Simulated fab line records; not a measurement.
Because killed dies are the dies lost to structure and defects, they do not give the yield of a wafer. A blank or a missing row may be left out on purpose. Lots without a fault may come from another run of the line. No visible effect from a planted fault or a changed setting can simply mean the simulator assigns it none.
fab line records -- flow nand_harc
record: lots: 24, wafers: 72, last_day: 33
route steps=1302 shown A_CONTACT@1017
lots that met no fault: from a run of the same line without faults
start_h: hours from the record's first day to the start of the lot's first wafer shown -- wait_h: how many hours have passed since the lot's step before this one -- " the same as in the row above -- L1.1+2: a row that stands for several wafers -- - no value present, or no start provided -- * or withheld: withheld -- < > ~ a bound
route shown NAME@n: NAME is a module with steps in the file, n the number in the route of the first one -- usual: mean/standard deviation taken from wafers without a fault -- same: alike in all rows -- chamber/n: place in a boat -- sites: each site's reading -- _std_site: standard deviation of those values -- _edge_site: mean of outer sites minus mean of inner sites -- radius_mm: how far each site lies from the wafer's centre -- mask NAME#n: copy n -- behind: the most recent tool/chamber to have shaped the wafer -- hold: what put the lot on hold/how long, in hours/how the hold closed -- device: the transistor (n, p or np) that didn't switch -- end of line: the same wafers' tests at the end of the route -- a step with no rows: only its recipe -- killed: the dies lost at the first sort to structure and to defects; this is not the yield of the wafer -- map: per-die view of a wafer (x killed, . not killed, _ where there is no die)
set.NAME: the run value of the setting; set.NAME@STEP: its run value at that earlier step -- model.NAME: the simulator's own value behind a step, which no gauge read
one table for each step of the route and one row for each wafer, over a sample of lots
services: when a tool's chamber went out of use (start_h, in hours from the record's first day, below 0 if earlier), for how many hours, and the reason
== steps ==
step: NHARC_A_CONTACT_ETCH_123
recipe: source_w: withheld, pressure_mtorr: 20, bias_v: 400, time_s: 490, target_depth_a: 21100, ar_flow_sccm: withheld, c4f8_flow_sccm: 11.5, o2_flow_sccm: 7.2, chemistry: C4F8/O2/Ar
lot.wafer,tool,chamber,start_h,wait_h,rf_hours_counter_h
L074.2,har_cap_etch-02,0,489.35,0.2,84
L074.6,har_cap_etch-02,1,489.35,0.2,-
L074.5,har_cap_etch-02,0,489.35,0.2,-
L075.1,har_cap_etch-01,1,518.35,0.1,2
L075.2,har_cap_etch-01,0,518.35,0.1,2
L075.5,har_cap_etch-01,0,518.35,0.1,-
L078.1,har_cap_etch-02,0,527.64,0.1,89
L078.2,har_cap_etch-02,1,527.64,0.1,89
L078.5,har_cap_etch-02,1,527.64,0.1,-
L076.1,har_cap_etch-03,1,527.86,0.1,46
L076.4,har_cap_etch-03,0,527.86,0.1,-
L076.6,har_cap_etch-03,0,527.86,0.1,-
L077.4,har_cap_etch-02,0,537.16,0.3,-
L077.6,har_cap_etch-02,0,537.16,0.3,-
L077.5,har_cap_etch-02,1,537.16,0.3,-
L079.2,har_cap_etch-02,0,547.58,0.1,94
L079.3,har_cap_etch-02,0,547.58,0.1,-
L079.6,har_cap_etch-02,1,547.58,0.1,-
L080.1,har_cap_etch-02,1,565.21,0.1,97
L080.4,har_cap_etch-02,1,565.21,0.1,-
L080.6,har_cap_etch-02,0,565.21,0.1,-
L082.1,har_cap_etch-01,0,570.47,0.1,12
L082.2,har_cap_etch-01,1,570.47,0.1,12
L082.4,har_cap_etch-01,1,570.47,0.1,-
L081.1,har_cap_etch-03,1,571.31,0.1,54
L081.3,har_cap_etch-03,1,571.31,0.1,-
L081.5,har_cap_etch-03,1,571.31,0.1,-
L084.3,har_cap_etch-02,0,587.57,0.3,-
L084.5,har_cap_etch-02,0,587.57,0.3,-
L084.6,har_cap_etch-02,1,587.57,0.3,-
L083.2,har_cap_etch-01,0,592.06,0.2,18
L083.3,har_cap_etch-01,1,592.06,0.2,-
L083.5,har_cap_etch-01,0,592.06,0.2,-
L086.1,har_cap_etch-03,1,607.64,0.1,62
L086.3,har_cap_etch-03,1,607.64,0.1,-
L086.6,har_cap_etch-03,0,607.64,0.1,-
L087.2,har_cap_etch-02,0,614.60,0.2,106
L087.3,har_cap_etch-02,0,614.60,0.2,-
L087.5,har_cap_etch-02,0,614.60,0.2,-
L085.2,har_cap_etch-03,1,614.80,0.1,64
L085.3,har_cap_etch-03,0,614.80,0.1,-
L085.5,har_cap_etch-03,0,614.80,0.1,-
L088.2,har_cap_etch-02,1,620.89,0.2,109
L088.3,har_cap_etch-02,0,620.89,0.2,-
L088.6,har_cap_etch-02,1,620.89,0.2,-
L089.2,har_cap_etch-03,1,630.57,0.1,68
L089.3,har_cap_etch-03,1,630.57,0.1,-
L089.4,har_cap_etch-03,0,630.57,0.1,-
L090.4,har_cap_etch-03,0,645.35,0.3,-
L090.3,har_cap_etch-03,1,645.35,0.3,-
L090.5,har_cap_etch-03,0,645.35,0.3,-
L091.2,har_cap_etch-03,0,661.50,0.1,74
L091.6,har_cap_etch-03,0,661.50,0.1,-
L091.5,har_cap_etch-03,1,661.50,0.1,-
L092.1,har_cap_etch-03,1,675.37,0.2,76
L092.4,har_cap_etch-03,0,675.37,0.2,-
L092.5,har_cap_etch-03,0,675.37,0.2,-
L093.1,har_cap_etch-01,0,696.17,0.2,34
L093.6,har_cap_etch-01,1,696.17,0.2,-
L093.5,har_cap_etch-01,0,696.17,0.2,-
L094.2,har_cap_etch-03,1,702.11,0.2,80
L094.3,har_cap_etch-03,0,702.11,0.2,-
L094.5,har_cap_etch-03,0,702.11,0.2,-
L095.4,har_cap_etch-02,0,702.65,0.3,-
L095.3,har_cap_etch-02,1,702.65,0.3,-
L095.5,har_cap_etch-02,0,702.65,0.3,-
L096.1,har_cap_etch-01,1,705.88,0.1,36
L096.3,har_cap_etch-01,1,705.88,0.1,-
L096.5,har_cap_etch-01,0,705.88,0.1,-
L097.2,har_cap_etch-01,1,714.59,0.2,39
L097.4,har_cap_etch-01,1,714.59,0.2,-
L097.6,har_cap_etch-01,0,714.59,0.2,-
step: NHARC_A_CONTACT_ETCH_102
recipe: target_depth_a: 1000, overetch_a: 100, time_s: 55, ion_energy_ev: 100, cf4_flow_sccm: 80, o2_flow_sccm: 20, ar_flow_sccm: 0, rf_w: 300, bias_w: 100, chemistry: CF4/O2
usual: drypump_motor_current_A: 5.6/0.5, oes_product_au: 1.001/0.0083, rf_vpp_V: 197.7/1.3, showerhead_plenum_p_Torr: 1.33/0.054, throttle_valve_pct: 13.397/0.0088
lot.wafer,tool,chamber,start_h,wait_h,drypump_motor_current_A,oes_product_au,rf_hours_counter_h,rf_vpp_V,showerhead_plenum_p_Torr,throttle_valve_pct
L074.2,rie_diel-03,0,490.77,0.1,6.3,0.995,8,197.5,1.28,13.401
L074.6,rie_diel-03,1,490.77,0.1,6.2,0.999,-,200.7,1.44,13.390
L074.5,rie_diel-03,2,490.77,0.1,5.2,0.998,-,199.1,1.39,13.389
L075.1,rie_diel-05,2,519.84,0.1,5.8,0.999,19,198.6,1.33,13.392
L075.2,rie_diel-05,0,519.84,0.1,5.5,1.008,19,196.7,1.31,13.385
L075.5,rie_diel-05,1,519.84,0.1,5.5,1.008,-,200.1,1.40,13.403
L078.1,rie_diel-10,0,529.16,0.1,5.5,1.001,29,197.5,1.33,13.400
L078.2,rie_diel-10,1,529.16,0.1,6.4,1.010,38,196.7,1.27,13.397
L078.5,rie_diel-10,2,529.16,0.1,6.2,1.012,-,199.4,1.42,13.383
L076.4,rie_diel-03,1,529.35,0.1,6.2,1.001,21,200.3,1.44,13.394
L076.1,rie_diel-03,2,529.35,0.1,5.2,0.991,23,198.0,1.38,13.406
L076.6,rie_diel-03,2,529.35,0.1,5.2,0.999,-,198.5,1.38,13.394
L077.4,rie_diel-05,1,538.47,0.1,5.5,1.000,23,198.5,1.40,13.381
L077.6,rie_diel-05,0,538.47,0.1,5.5,1.011,-,197.6,1.30,13.399
L077.5,rie_diel-05,1,538.47,0.1,5.5,1.006,-,198.4,1.40,13.392
L079.2,rie_diel-05,2,549.14,0.1,5.8,0.996,25,197.3,1.33,13.393
L079.3,rie_diel-05,3,549.14,0.1,4.9,1.009,17,197.2,1.29,13.402
L079.6,rie_diel-05,1,549.14,0.1,5.5,1.011,-,200.6,1.40,13.403
L080.4,rie_diel-10,1,566.70,0.1,6.4,0.998,50,195.1,1.26,13.391
L080.1,rie_diel-10,3,566.70,0.1,4.6,0.998,55,197.0,1.34,13.386
L080.6,rie_diel-10,1,566.70,0.1,6.4,0.997,-,195.3,1.26,13.394
L082.1,rie_diel-05,0,571.98,0.0,5.4,1.004,28,197.7,1.30,13.403
L082.2,rie_diel-05,1,571.98,0.0,5.5,1.000,28,199.4,1.40,13.396
L082.4,rie_diel-05,2,571.98,0.0,5.8,1.000,28,197.2,1.33,13.395
L081.3,rie_diel-10,0,572.97,0.1,5.5,1.017,45,197.4,1.33,13.397
L081.1,rie_diel-10,1,572.97,0.1,6.5,1.014,53,196.4,1.26,13.390
L081.5,rie_diel-10,1,572.97,0.1,6.5,1.001,-,196.1,1.26,13.381
L084.3,rie_diel-05,0,588.96,0.1,5.5,1.014,32,196.7,1.30,13.396
L084.6,rie_diel-05,0,588.96,0.1,5.5,1.013,-,197.8,1.30,13.390
L084.5,rie_diel-05,2,588.96,0.1,5.8,0.998,-,196.6,1.33,13.390
L083.2,rie_diel-05,3,593.60,0.1,4.9,0.994,26,197.8,1.29,13.406
L083.3,rie_diel-05,2,593.60,0.1,5.8,0.999,32,198.0,1.33,13.382
L083.5,rie_diel-05,3,593.60,0.1,5.0,0.999,-,196.4,1.28,13.406
L086.3,rie_diel-10,1,609.12,0.1,6.5,0.993,0,197.2,1.26,13.403
L086.1,rie_diel-10,2,609.12,0.1,6.2,1.009,0,200.1,1.42,13.399
L086.6,rie_diel-10,0,609.12,0.1,5.5,1.006,-,197.1,1.33,13.397
L087.2,rie_diel-10,2,616.08,0.1,6.1,1.009,3,198.1,1.42,13.396
L087.3,rie_diel-10,3,616.08,0.1,4.6,0.997,3,198.1,1.33,13.375
L087.5,rie_diel-10,2,616.08,0.1,6.1,1.004,-,199.7,1.42,13.382
L085.2,rie_diel-05,1,616.29,0.1,5.5,1.000,0,198.8,1.40,13.389
L085.3,rie_diel-05,2,616.29,0.1,5.8,0.994,0,196.7,1.33,13.398
L085.5,rie_diel-05,0,616.29,0.1,5.5,0.978,-,198.2,1.30,13.397
L088.3,rie_diel-03,3,622.60,0.1,5.3,1.027,60,195.9,1.26,13.389
L088.2,rie_diel-03,2,622.60,0.1,5.2,0.998,63,199.1,1.37,13.402
L088.6,rie_diel-03,3,622.60,0.1,5.3,1.015,-,195.8,1.26,13.395
L089.2,rie_diel-03,0,632.05,0.1,6.3,0.998,49,197.0,1.27,13.398
L089.3,rie_diel-03,1,632.05,0.1,6.2,1.001,57,198.8,1.43,13.388
L089.4,rie_diel-03,3,632.05,0.1,5.3,0.997,62,196.0,1.26,13.401
L090.4,rie_diel-05,1,646.66,0.1,5.5,1.003,6,199.9,1.40,13.396
L090.3,rie_diel-05,3,646.66,0.1,4.9,1.006,7,196.2,1.28,13.404
L090.5,rie_diel-05,2,646.66,0.1,5.8,1.004,-,197.4,1.33,13.393
L091.2,rie_diel-10,3,662.98,0.1,4.7,0.989,17,196.9,1.33,13.412
L091.5,rie_diel-10,3,662.98,0.1,4.6,0.998,-,197.7,1.33,13.413
L091.6,rie_diel-10,0,662.98,0.1,5.5,1.003,-,198.5,1.33,13.381
L092.1,rie_diel-05,0,677.04,0.1,5.5,0.995,10,196.4,1.30,13.405
L092.4,rie_diel-05,1,677.04,0.1,5.5,1.013,10,199.6,1.40,13.401
L092.5,rie_diel-05,0,677.04,0.1,5.5,0.993,-,198.0,1.30,13.402
L093.1,rie_diel-03,3,697.58,0.1,5.4,0.990,11,198.0,1.25,13.395
L093.6,rie_diel-03,2,697.58,0.1,5.2,0.994,-,199.4,1.37,13.403
L093.5,rie_diel-03,3,697.58,0.1,5.3,0.999,-,197.2,1.26,13.403
L094.2,rie_diel-10,0,703.53,0.0,5.5,1.001,28,197.7,1.32,13.405
L094.3,rie_diel-10,2,703.53,0.0,6.1,1.007,27,198.6,1.41,13.398
L094.5,rie_diel-10,1,703.53,0.0,6.4,0.998,-,196.8,1.26,13.382
L095.3,rie_diel-05,0,704.18,0.1,5.5,0.985,14,197.1,1.30,13.403
L095.4,rie_diel-05,2,704.18,0.1,5.8,0.991,16,196.2,1.32,13.379
L095.5,rie_diel-05,0,704.18,0.1,5.5,1.007,-,196.2,1.30,13.399
L096.1,rie_diel-10,3,707.37,0.0,4.6,0.984,28,197.8,1.33,13.396
L096.3,rie_diel-10,1,707.37,0.0,6.5,0.999,27,195.9,1.26,13.405
L096.5,rie_diel-10,3,707.37,0.0,4.6,0.996,-,197.5,1.33,13.390
L097.4,rie_diel-05,0,716.22,0.2,5.5,0.987,17,197.2,1.30,13.398
L097.2,rie_diel-05,1,716.22,0.2,5.5,1.000,18,198.9,1.39,13.407
L097.6,rie_diel-05,3,716.22,0.2,4.9,1.006,-,196.4,1.28,13.413
step: NHARC_A_CONTACT_DEP_57
recipe: target_thk_a: 53000, temp_c: 400, material: aC
usual: throttle_valve_pct: 35.000/0.009
lot.wafer,tool,chamber,start_h,wait_h,throttle_valve_pct
L074.2,acl_dep-01,0,494.36,-,34.997
L074.5,acl_dep-01,0,495.95,-,34.991
L074.6,acl_dep-01,0,495.95,-,34.998
L075.1,acl_dep-02,0,520.51,-,35.004
L075.2,acl_dep-02,0,520.51,-,34.997
L075.5,acl_dep-02,0,522.63,-,35.000
L078.1,acl_dep-01,0,532.14,-,35.002
L078.2,acl_dep-01,0,532.14,-,34.994
L078.5,acl_dep-01,0,534.26,-,34.981
L076.1,acl_dep-03,0,532.80,-,34.999
L076.4,acl_dep-03,0,534.42,-,35.008
L076.6,acl_dep-03,0,535.50,-,35.002
L077.4,acl_dep-01,0,542.57,-,34.985
L077.5,acl_dep-01,0,542.57,-,34.993
L077.6,acl_dep-01,0,542.57,-,34.988
L079.2,acl_dep-03,0,550.38,-,35.000
L079.3,acl_dep-03,0,550.38,-,34.984
L079.6,acl_dep-03,0,552.54,-,34.996
L080.1,acl_dep-01,0,568.30,-,34.996
L080.4,acl_dep-01,0,569.90,-,35.013
L080.6,acl_dep-01,0,570.96,-,34.986
L082.1,acl_dep-03,0,572.68,-,35.024
L082.2,acl_dep-03,0,572.68,-,34.985
L082.4,acl_dep-03,0,574.30,-,34.994
L081.1,acl_dep-03,0,575.92,-,34.987
L081.3,acl_dep-03,0,576.99,-,35.010
L081.5,acl_dep-03,0,578.07,-,35.008
L084.3,acl_dep-03,0,590.76,-,34.991
L084.5,acl_dep-03,0,591.84,-,35.010
L084.6,acl_dep-03,0,591.84,-,35.001
L083.2,acl_dep-03,0,594.91,-,35.005
L083.3,acl_dep-03,0,594.91,-,34.987
L083.5,acl_dep-03,0,596.50,-,34.995
L086.1,acl_dep-03,0,610.05,-,34.997
L086.3,acl_dep-03,0,611.12,-,34.992
L086.6,acl_dep-03,0,612.73,-,34.992
L087.2,acl_dep-01,0,619.81,-,34.999
L087.3,acl_dep-01,0,619.81,-,35.008
L087.5,acl_dep-01,0,621.42,-,35.001
L085.2,acl_dep-03,0,620.16,-,35.013
L085.3,acl_dep-03,0,620.16,-,35.014
L085.5,acl_dep-03,0,621.77,-,35.001
L088.2,acl_dep-02,0,628.23,-,35.007
L088.3,acl_dep-02,0,628.23,-,35.001
L088.6,acl_dep-02,0,630.40,-,34.993
L089.2,acl_dep-03,0,634.45,-,34.993
L089.3,acl_dep-03,0,634.45,-,35.000
L089.4,acl_dep-03,0,634.45,-,35.002
L090.3,acl_dep-02,0,648.39,-,35.000
L090.4,acl_dep-02,0,648.39,-,35.013
L090.5,acl_dep-02,0,648.39,-,35.006
L091.2,acl_dep-01,0,665.95,-,35.003
L091.5,acl_dep-01,0,667.56,-,34.996
L091.6,acl_dep-01,0,667.56,-,34.998
L092.1,acl_dep-01,0,677.71,-,35.009
L092.4,acl_dep-01,0,679.33,-,35.002
L092.5,acl_dep-01,0,679.33,-,34.981
L093.1,acl_dep-03,0,698.24,-,34.974
L093.5,acl_dep-03,0,700.36,-,35.001
L093.6,acl_dep-03,0,700.36,-,34.998
L094.2,acl_dep-01,0,705.55,-,34.994
L094.3,acl_dep-01,0,705.55,-,35.003
L094.5,acl_dep-01,0,707.16,-,35.004
L095.3,acl_dep-03,0,706.62,-,34.996
L095.4,acl_dep-03,0,706.62,-,35.008
L095.5,acl_dep-03,0,706.62,-,34.984
L096.1,acl_dep-03,0,710.62,-,34.986
L096.3,acl_dep-03,0,711.68,-,35.006
L096.5,acl_dep-03,0,712.74,-,34.988
L097.2,acl_dep-01,0,717.43,-,34.985
L097.4,acl_dep-01,0,718.50,-,35.002
L097.6,acl_dep-01,0,719.58,-,34.996
step: NHARC_A_CONTACT_ETCH_127
recipe: source_w: withheld, pressure_mtorr: 20, bias_v: 3000, time_s: 197, target_depth_a: 19180, ar_flow_sccm: withheld, c4f8_flow_sccm: withheld, o2_flow_sccm: withheld, chemistry: C4F8/O2/Ar
lot.wafer,tool,chamber,start_h,wait_h,rf_hours_counter_h
L074.2,har_cap_etch-02,1,500.06,0.1,85
L074.6,har_cap_etch-02,0,500.06,0.1,-
L074.5,har_cap_etch-02,1,500.06,0.1,-
L075.2,har_cap_etch-01,1,526.77,0.1,3
L075.1,har_cap_etch-01,0,526.77,0.1,3
L075.5,har_cap_etch-01,1,526.77,0.1,-
L078.1,har_cap_etch-03,0,539.07,0.2,47
L078.2,har_cap_etch-03,1,539.07,0.2,47
L078.5,har_cap_etch-03,0,539.07,0.2,-
L076.1,har_cap_etch-01,0,539.13,0.1,6
L076.4,har_cap_etch-01,1,539.13,0.1,-
L076.6,har_cap_etch-01,1,539.13,0.1,-
L077.4,har_cap_etch-03,1,547.14,0.1,-
L077.5,har_cap_etch-03,1,547.14,0.1,-
L077.6,har_cap_etch-03,0,547.14,0.1,-
L079.2,har_cap_etch-01,1,556.11,0.1,9
L079.3,har_cap_etch-01,0,556.11,0.1,-
L079.6,har_cap_etch-01,0,556.11,0.1,-
L080.1,har_cap_etch-02,0,574.73,0.1,98
L080.4,har_cap_etch-02,0,574.73,0.1,-
L080.6,har_cap_etch-02,0,574.73,0.1,-
L082.2,har_cap_etch-01,0,578.95,0.1,13
L082.1,har_cap_etch-01,1,578.95,0.1,13
L082.4,har_cap_etch-01,1,578.95,0.1,-
L081.1,har_cap_etch-03,0,582.38,0.1,55
L081.3,har_cap_etch-03,1,582.38,0.1,-
L081.5,har_cap_etch-03,1,582.38,0.1,-
L084.3,har_cap_etch-03,1,596.19,0.1,-
L084.6,har_cap_etch-03,1,596.19,0.1,-
L084.5,har_cap_etch-03,0,596.19,0.1,-
L083.2,har_cap_etch-01,0,600.59,0.1,18
L083.3,har_cap_etch-01,0,600.59,0.1,-
L083.5,har_cap_etch-01,1,600.59,0.1,-
L086.1,har_cap_etch-01,0,616.72,0.1,22
L086.3,har_cap_etch-01,1,616.72,0.1,-
L086.6,har_cap_etch-01,1,616.72,0.1,-
L087.2,har_cap_etch-03,1,625.82,0.1,65
L087.3,har_cap_etch-03,0,625.82,0.1,-
L087.5,har_cap_etch-03,1,625.82,0.1,-
L085.2,har_cap_etch-01,0,625.87,0.1,23
L085.3,har_cap_etch-01,0,625.87,0.1,-
L085.5,har_cap_etch-01,1,625.87,0.1,-
L088.2,har_cap_etch-01,1,633.84,0.1,25
L088.3,har_cap_etch-01,0,633.84,0.1,-
L088.6,har_cap_etch-01,0,633.84,0.1,-
L089.2,har_cap_etch-01,1,640.17,0.1,27
L089.3,har_cap_etch-01,0,640.17,0.1,-
L089.4,har_cap_etch-01,1,640.17,0.1,-
L090.3,har_cap_etch-02,0,653.46,0.1,-
L090.4,har_cap_etch-02,1,653.46,0.1,-
L090.5,har_cap_etch-02,1,653.46,0.1,-
L091.2,har_cap_etch-02,0,671.70,0.1,115
L091.5,har_cap_etch-02,0,671.70,0.1,-
L091.6,har_cap_etch-02,1,671.70,0.1,-
L092.1,har_cap_etch-02,0,683.98,0.1,117
L092.4,har_cap_etch-02,1,683.98,0.1,-
L092.5,har_cap_etch-02,1,683.98,0.1,-
L093.1,har_cap_etch-03,0,704.52,0.1,81
L093.5,har_cap_etch-03,0,704.52,0.1,-
L093.6,har_cap_etch-03,1,704.52,0.1,-
L094.2,har_cap_etch-02,0,711.29,0.1,121
L094.3,har_cap_etch-02,0,711.29,0.1,-
L094.5,har_cap_etch-02,0,711.29,0.1,-
L095.4,har_cap_etch-03,1,711.85,0.1,-
L095.3,har_cap_etch-03,0,711.85,0.1,-
L095.5,har_cap_etch-03,1,711.85,0.1,-
L096.1,har_cap_etch-03,1,716.92,0.1,84
L096.3,har_cap_etch-03,0,716.92,0.1,-
L096.5,har_cap_etch-03,0,716.92,0.1,-
L097.2,har_cap_etch-03,0,723.18,0.1,86
L097.4,har_cap_etch-03,0,723.18,0.1,-
L097.6,har_cap_etch-03,1,723.18,0.1,-
step: NHARC_A_CONTACT_ETCH_131
recipe: source_w: withheld, pressure_mtorr: 20, bias_v: 3000, time_s: 197, target_depth_a: 19180, ar_flow_sccm: withheld, c4f8_flow_sccm: withheld, o2_flow_sccm: withheld, chemistry: C4F8/O2/Ar
lot.wafer,tool,chamber,start_h,wait_h,rf_hours_counter_h
L074.2,har_cap_etch-02,1,500.77,0.1,85
L074.6,har_cap_etch-02,0,500.77,0.1,-
L074.5,har_cap_etch-02,1,500.77,0.1,-
L075.2,har_cap_etch-01,1,527.48,0.1,3
L075.1,har_cap_etch-01,0,527.48,0.1,3
L075.5,har_cap_etch-01,1,527.48,0.1,-
L078.1,har_cap_etch-03,0,539.78,0.1,47
L078.2,har_cap_etch-03,1,539.78,0.1,47
L078.5,har_cap_etch-03,0,539.78,0.1,-
L076.1,har_cap_etch-01,0,539.84,0.1,7
L076.4,har_cap_etch-01,1,539.84,0.1,-
L076.6,har_cap_etch-01,1,539.84,0.1,-
L077.4,har_cap_etch-03,1,547.84,0.1,-
L077.5,har_cap_etch-03,1,547.84,0.1,-
L077.6,har_cap_etch-03,0,547.84,0.1,-
L079.2,har_cap_etch-01,1,556.81,0.1,10
L079.3,har_cap_etch-01,0,556.81,0.1,-
L079.6,har_cap_etch-01,0,556.81,0.1,-
L080.1,har_cap_etch-02,0,575.45,0.1,99
L080.4,har_cap_etch-02,0,575.45,0.1,-
L080.6,har_cap_etch-02,0,575.45,0.1,-
L082.2,har_cap_etch-01,0,579.65,0.1,14
L082.1,har_cap_etch-01,1,579.65,0.1,14
L082.4,har_cap_etch-01,1,579.65,0.1,-
L081.1,har_cap_etch-03,0,583.08,0.1,56
L081.3,har_cap_etch-03,1,583.08,0.1,-
L081.5,har_cap_etch-03,1,583.08,0.1,-
L084.3,har_cap_etch-03,1,596.90,0.1,-
L084.6,har_cap_etch-03,1,596.90,0.1,-
L084.5,har_cap_etch-03,0,596.90,0.1,-
L083.2,har_cap_etch-01,0,601.30,0.1,19
L083.3,har_cap_etch-01,0,601.30,0.1,-
L083.5,har_cap_etch-01,1,601.30,0.1,-
L086.1,har_cap_etch-01,0,617.42,0.1,22
L086.3,har_cap_etch-01,1,617.42,0.1,-
L086.6,har_cap_etch-01,1,617.42,0.1,-
L087.2,har_cap_etch-03,1,626.53,0.1,65
L087.3,har_cap_etch-03,0,626.53,0.1,-
L087.5,har_cap_etch-03,1,626.53,0.1,-
L085.2,har_cap_etch-01,0,626.58,0.1,24
L085.3,har_cap_etch-01,0,626.58,0.1,-
L085.5,har_cap_etch-01,1,626.58,0.1,-
L088.2,har_cap_etch-01,1,634.55,0.1,26
L088.3,har_cap_etch-01,0,634.55,0.1,-
L088.6,har_cap_etch-01,0,634.55,0.1,-
L089.2,har_cap_etch-01,1,640.88,0.1,27
L089.3,har_cap_etch-01,0,640.88,0.1,-
L089.4,har_cap_etch-01,1,640.88,0.1,-
L090.3,har_cap_etch-02,0,654.17,0.1,-
L090.4,har_cap_etch-02,1,654.17,0.1,-
L090.5,har_cap_etch-02,1,654.17,0.1,-
L091.2,har_cap_etch-02,0,672.40,0.1,116
L091.5,har_cap_etch-02,0,672.40,0.1,-
L091.6,har_cap_etch-02,1,672.40,0.1,-
L092.1,har_cap_etch-02,0,684.69,0.1,118
L092.4,har_cap_etch-02,1,684.69,0.1,-
L092.5,har_cap_etch-02,1,684.69,0.1,-
L093.1,har_cap_etch-03,0,705.22,0.1,81
L093.5,har_cap_etch-03,0,705.22,0.1,-
L093.6,har_cap_etch-03,1,705.22,0.1,-
L094.2,har_cap_etch-02,0,712.00,0.1,122
L094.3,har_cap_etch-02,0,712.00,0.1,-
L094.5,har_cap_etch-02,0,712.00,0.1,-
L095.4,har_cap_etch-03,1,712.56,0.1,-
L095.3,har_cap_etch-03,0,712.56,0.1,-
L095.5,har_cap_etch-03,1,712.56,0.1,-
L096.1,har_cap_etch-03,1,717.62,0.1,85
L096.3,har_cap_etch-03,0,717.62,0.1,-
L096.5,har_cap_etch-03,0,717.62,0.1,-
L097.2,har_cap_etch-03,0,723.88,0.1,87
L097.4,har_cap_etch-03,0,723.88,0.1,-
L097.6,har_cap_etch-03,1,723.88,0.1,-
step: NHARC_A_CONTACT_ETCH_139
recipe: source_w: withheld, pressure_mtorr: 20, bias_v: 400, time_s: 195, target_depth_a: 8400, ar_flow_sccm: withheld, c4f8_flow_sccm: 11.5, o2_flow_sccm: 7.2, chemistry: C4F8/O2/Ar
lot.wafer,tool,chamber,start_h,wait_h,rf_hours_counter_h
L074.2,har_cap_etch-02,1,508.16,0.2,87
L074.5,har_cap_etch-02,0,508.16,0.2,-
L074.6,har_cap_etch-02,1,508.16,0.2,-
L075.1,har_cap_etch-01,0,536.15,0.2,5
L075.2,har_cap_etch-01,1,536.15,0.2,5
L075.5,har_cap_etch-01,1,536.15,0.2,-
L078.2,har_cap_etch-01,1,549.59,0.3,8
L078.1,har_cap_etch-01,0,549.59,0.3,8
L078.5,har_cap_etch-01,1,549.59,0.3,-
L076.1,har_cap_etch-02,0,550.11,0.2,95
L076.4,har_cap_etch-02,1,550.11,0.2,-
L076.6,har_cap_etch-02,0,550.11,0.2,-
L077.4,har_cap_etch-03,1,555.40,0.2,-
L077.5,har_cap_etch-03,1,555.40,0.2,-
L077.6,har_cap_etch-03,0,555.40,0.2,-
L079.2,har_cap_etch-03,0,564.25,0.2,52
L079.3,har_cap_etch-03,1,564.25,0.2,-
L079.6,har_cap_etch-03,0,564.25,0.2,-
L080.1,har_cap_etch-01,1,587.53,0.2,16
L080.4,har_cap_etch-01,0,587.53,0.2,-
L080.6,har_cap_etch-01,1,587.53,0.2,-
L082.2,har_cap_etch-03,0,589.32,0.2,58
L082.1,har_cap_etch-03,1,589.32,0.2,58
L082.4,har_cap_etch-03,1,589.32,0.2,-
L081.1,har_cap_etch-02,0,592.78,0.2,103
L081.3,har_cap_etch-02,1,592.78,0.2,-
L081.5,har_cap_etch-02,1,592.78,0.2,-
L084.3,har_cap_etch-02,0,605.60,0.2,-
L084.5,har_cap_etch-02,1,605.60,0.2,-
L084.6,har_cap_etch-02,0,605.60,0.2,-
L083.2,har_cap_etch-01,1,609.31,0.2,21
L083.3,har_cap_etch-01,1,609.31,0.2,-
L083.5,har_cap_etch-01,0,609.31,0.2,-
L086.1,har_cap_etch-02,1,629.76,0.3,110
L086.3,har_cap_etch-02,0,629.76,0.3,-
L086.6,har_cap_etch-02,1,629.76,0.3,-
L087.2,har_cap_etch-02,1,636.91,0.2,112
L087.3,har_cap_etch-02,1,636.91,0.2,-
L087.5,har_cap_etch-02,1,636.91,0.2,-
L085.2,har_cap_etch-03,1,637.31,0.2,69
L085.3,har_cap_etch-03,0,637.31,0.2,-
L085.5,har_cap_etch-03,0,637.31,0.2,-
L088.2,har_cap_etch-02,0,642.38,0.2,113
L088.3,har_cap_etch-02,0,642.38,0.2,-
L088.6,har_cap_etch-02,0,642.38,0.2,-
L089.2,har_cap_etch-01,0,650.28,0.2,29
L089.4,har_cap_etch-01,0,650.28,0.2,-
L089.3,har_cap_etch-01,1,650.28,0.2,-
L090.4,har_cap_etch-01,1,663.31,0.2,-
L090.3,har_cap_etch-01,0,663.31,0.2,-
L090.5,har_cap_etch-01,1,663.31,0.2,-
L091.2,har_cap_etch-01,0,679.85,0.2,32
L091.6,har_cap_etch-01,1,679.85,0.2,-
L091.5,har_cap_etch-01,0,679.85,0.2,-
L092.1,har_cap_etch-03,1,695.07,0.2,78
L092.4,har_cap_etch-03,1,695.07,0.2,-
L092.5,har_cap_etch-03,0,695.07,0.2,-
L093.1,har_cap_etch-02,0,714.89,0.2,124
L093.6,har_cap_etch-02,0,714.89,0.2,-
L093.5,har_cap_etch-02,1,714.89,0.2,-
L094.2,har_cap_etch-02,1,719.61,0.2,125
L094.3,har_cap_etch-02,0,719.61,0.2,-
L094.5,har_cap_etch-02,0,719.61,0.2,-
L095.3,har_cap_etch-01,0,720.78,0.2,-
L095.4,har_cap_etch-01,1,720.78,0.2,-
L095.5,har_cap_etch-01,0,720.78,0.2,-
L096.1,har_cap_etch-02,1,726.22,0.2,126
L096.3,har_cap_etch-02,1,726.22,0.2,-
L096.5,har_cap_etch-02,0,726.22,0.2,-
L097.2,har_cap_etch-02,0,732.44,0.2,128
L097.4,har_cap_etch-02,1,732.44,0.2,-
L097.6,har_cap_etch-02,0,732.44,0.2,-
== services ==
tool,chamber,start_h,hours,kind
rie_diel-05,3,465.92,15.2,repair
rie_diel-10,-,485.03,0.4,repair
acl_dep-03,-,486.19,13.0,pm
har_cap_etch-01,-,497.06,17.0,pm
har_cap_etch-01,0,497.06,17.0,vent_cycle
har_cap_etch-01,1,497.06,17.0,vent_cycle
har_cap_etch-01,0,514.06,-,clean
acl_dep-01,-,547.79,1.4,repair
rie_diel-05,1,573.90,24.5,repair
har_cap_etch-01,-,594.01,2.2,repair
rie_diel-10,-,598.42,9.0,pm
rie_diel-05,-,606.25,9.0,pm
acl_dep-02,-,608.64,13.0,pm
rie_diel-03,0,613.32,12.3,repair
rie_diel-03,-,638.93,9.0,pm
rie_diel-10,-,643.79,0.8,repair
rie_diel-05,-,659.51,10.5,repair
acl_dep-03,-,670.08,13.0,pm
rie_diel-03,-,677.90,0.5,repair
har_cap_etch-01,-,682.50,2.5,repair
rie_diel-05,0,685.51,4.9,repair
rie_diel-10,2,687.34,5.2,repair
rie_diel-05,2,687.88,1.9,repair
acl_dep-01,-,730.14,13.0,pm
== key ==
fault none
